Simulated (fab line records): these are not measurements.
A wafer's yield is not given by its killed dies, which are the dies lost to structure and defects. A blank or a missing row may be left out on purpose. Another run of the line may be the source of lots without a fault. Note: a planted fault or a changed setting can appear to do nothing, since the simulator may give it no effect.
Chamber matching / flow nandHarc / NHARC_A_ONON_D1_DEP_33 on pecvd-02: 3 sister chambers
The step deposits SiO2, target thk 200 nm. 3 wafers are shown with their chamber, then 11 later ones without.

WAFERS WITH THEIR CHAMBER
wafer=L085.6; chamber=2; heaterPowerW (W)=392
wafer=L086.5; chamber=1; heaterPowerW (W)=517
wafer=L088.3; chamber=0; heaterPowerW (W)=522

WAFERS MISSING THEIR CHAMBER
wafer=L088.5; heaterPowerW (W)=462
wafer=L088.6; heaterPowerW (W)=380
wafer=L089.3; heaterPowerW (W)=521
wafer=L089.4; heaterPowerW (W)=561
wafer=L089.6; heaterPowerW (W)=417
wafer=L093.1; heaterPowerW (W)=649
wafer=L093.3; heaterPowerW (W)=412
wafer=L093.4; heaterPowerW (W)=424
wafer=L095.4; heaterPowerW (W)=440
wafer=L095.5; heaterPowerW (W)=535
wafer=L095.6; heaterPowerW (W)=387

WHICH CHAMBER EACH WENT THROUGH
wafer=L088.5; from the rows above=can't be placed: 1 or 0 or 2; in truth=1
wafer=L088.6; from the rows above=2; in truth=2
wafer=L089.3; from the rows above=can't be placed: 0 or 1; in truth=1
wafer=L089.4; from the rows above=can't be placed: 0 or 1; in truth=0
wafer=L089.6; from the rows above=can't be placed: 2 or 1 or 0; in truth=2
wafer=L093.1; from the rows above=can't be placed: 0 or 1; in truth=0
wafer=L093.3; from the rows above=can't be placed: 2 or 1 or 0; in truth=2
wafer=L093.4; from the rows above=can't be placed: 2 or 1 or 0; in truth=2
wafer=L095.4; from the rows above=can't be placed: 2 or 1 or 0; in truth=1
wafer=L095.5; from the rows above=can't be placed: 0 or 1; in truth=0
wafer=L095.6; from the rows above=2; in truth=2
2 of 11 placed correctly. Can't be placed from these rows: 9 (the true chamber is among the candidates in 9). Placed wrongly: 0.
How it was worked out, from the rows above alone: a wafer's distance from a chamber is the root of the sum, over the readings, of the square of ((its reading less the chamber's mean) divided by the reading's scatter). If the next closest chamber is less than 2 further off than the closest, the wafer can't be placed; otherwise it belongs to the closest. Each chamber's mean is taken over the wafers shown for it. The scatter: root of mean squared gap, hidden wafer to nearest shown wafer, with one shown wafer a chamber.
